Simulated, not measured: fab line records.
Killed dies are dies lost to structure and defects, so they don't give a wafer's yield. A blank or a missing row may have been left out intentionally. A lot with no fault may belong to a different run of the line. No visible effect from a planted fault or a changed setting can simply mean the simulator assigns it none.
Chamber matching ; flow n5-finfet ; N5_BEOL_M15_ILD_DEP_00 on pecvd-02 has 3 sister chambers
The step deposits SiO2 from TEOS/O2, target thk 1629.3 nm, time 346.1 s. 6 wafers are shown with their chamber, then 8 later ones without.

## WAFERS, EACH WITH ITS CHAMBER
wafer;chamber;throttle-valve-pct (%);heater-power-w (W)
L087.5;1;19.3;535
L087.6;0;18.8;344
L089.1;2;16.8;736
L089.3;1;19.1;494
L089.4;2;16.6;607
L086.1;0;18.6;383

## WAFERS WITHOUT THEIR CHAMBER
wafer;throttle-valve-pct (%);heater-power-w (W)
L086.2;19.3;421
L086.4;18.6;444
L097.1;19.0;490
L097.2;16.7;637
L097.3;18.4;392
L096.1;18.7;438
L096.4;18.7;334
L096.6;18.9;411

## WHICH CHAMBER EACH WENT THROUGH
wafer;from the rows above;in truth
L086.2;1;1
L086.4;0;0
L097.1;can't be placed: 1 or 0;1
L097.2;2;2
L097.3;0;0
L096.1;0;0
L096.4;0;0
L096.6;can't be placed: 0 or 1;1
Correctly placed: 6 of 8. Not placeable from these rows: 2 (in 2, the candidates include the true chamber). Number placed wrongly: 0.
How it was worked out, from the rows above alone: a wafer's distance from a chamber is the root of the sum, over the readings, of the square of ((its reading less the chamber's mean) divided by the reading's scatter). The wafer belongs to the nearest chamber; if the next one is less than 2 further off, it can't be placed. For every chamber, the mean is computed from those of its wafers that are shown. How the scatter is found: for the shown wafers, subtract from each reading the mean of its chamber, square and add these, divide the total by (wafers less chambers), then take the root.
